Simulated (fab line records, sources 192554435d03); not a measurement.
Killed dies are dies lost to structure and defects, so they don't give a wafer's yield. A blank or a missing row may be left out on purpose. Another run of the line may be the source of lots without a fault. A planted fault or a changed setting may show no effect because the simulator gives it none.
The same fault as seen by 2 desks    flow n5 finfet    what lay behind the numbers comes last; until then each desk has only its own

== FROM THE METROLOGY DESK ==
What the gauges read, lot by lot, whatever tool the lot ran on: means of the sampled wafers that have a number. If a lot's mean is further than 4 standard deviations from the usual mean, the lot is out of limits and carries the mark OUT (the distance appears in the brackets). Only the readings that lie furthest out on some lot appear, 7 of the 10 it has.
Columns: A = DIBL_N at N5_BEOL_M4_RC_MEAS_101, usual 36.6 mV/V; B = DIBL_P at N5_BEOL_M4_RC_MEAS_101, usual 36.4 mV/V; C = ION_N at N5_BEOL_M4_RC_MEAS_101, usual 678 uA/um; D = ION_P at N5_BEOL_M4_RC_MEAS_101, usual 464 uA/um; E = SS_N at N5_BEOL_M4_RC_MEAS_101, usual 71.5 mV/dec; F = SS_P at N5_BEOL_M4_RC_MEAS_101, usual 73.4 mV/dec; G = VT_N at N5_BEOL_M4_RC_MEAS_101, usual 248.5 mV
lot   first seen here  A     B     C    D    E     F     G
L932  day 9 04:13      34.5  33.3  662  457  70.5  72.9  254.3
L934  day 9 10:55      37.9  36.9  694  473  71.6  73.7  245.3
L936  day 10 10:31     38.4  37.4  683  465  72.3  73.2  247.7
L941  day 11 14:51     34.5  35.5  678  469  71.2  73.2  250.2
L940  day 12 19:20     35.4  35.1  669  460  71.2  73.0  249.2
L939  day 13 12:19     36.3  37.3  671  465  71.5  73.4  247.8
L946  day 14 05:10     36.3  35.9  671  454  71.9  72.9  250.2
L949  day 14 18:17     37.1  37.5  668  461  71.4  73.2  246.9
L953  day 15 15:25     36.0  36.7  678  459  71.3  72.5  250.1
L951  day 15 15:37     37.2  38.6  676  465  72.1  73.6  250.7
This desk's finding: nothing out of limits on any of the 10 lots.

== DESK OF THE TOOL OWNER: cmp-03 ==
The tool's own readings at N5_GATE_CUT_CMP_23 (polishes, stops on SiO2, t overpolish 23.4 s, target thk 16 nm): means of the sampled wafers that have a number, for each lot that ran on this tool. If a lot's mean is further than 4 standard deviations from the usual mean, the lot is out of limits and carries the mark OUT (the distance appears in the brackets).
Columns: A = head pressure psi at N5_GATE_CUT_CMP_23, usual 2.500 psi; B = motor current A at N5_GATE_CUT_CMP_23, usual 8.6 A; C = overpolish run s at N5_GATE_CUT_CMP_23, usual 23.400 s; D = time to endpoint s at N5_GATE_CUT_CMP_23, usual 19.6 s
lot   first seen here  A                B    C       D
L932  day 5 03:52      2.499            8.7  23.393  18.8
L934  day 5 14:10      2.498            8.9  23.398  20.9
L936  day 6 03:25      2.497            9.6  23.409  18.9
L940  day 7 02:07      2.399 (-18) OUT  9.0  23.402  19.8
L941  day 7 09:11      2.400 (-18) OUT  8.1  23.402  18.7
Finding of this desk: L940, L941 out of limits; the first was L940 at day 7 02:07, on head pressure psi at N5_GATE_CUT_CMP_23. In limits: L932, L934, L936.

== TAKEN TOGETHER ==
On L940, L941, at day 7 02:07, an alarm was possible from the tool owner's desk.
At the metrology desk, nothing out of limits was observed.
The metrology desk has L940, L941 on record, within its limits.
Of the lots named, all ran N5_GATE_CUT_CMP_23 on cmp-03.

== WHAT HAD BEEN PUT IN BY THE SIMULATOR ==
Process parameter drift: cmp-03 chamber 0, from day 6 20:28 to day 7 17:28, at N5_GATE_CUT_CMP_23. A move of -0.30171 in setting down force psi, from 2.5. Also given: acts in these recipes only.
Struck lots among those shown: L940, L941.
Time in hours from fault onset to the first out-of-limits reading at each desk: the tool owner's desk, 6.
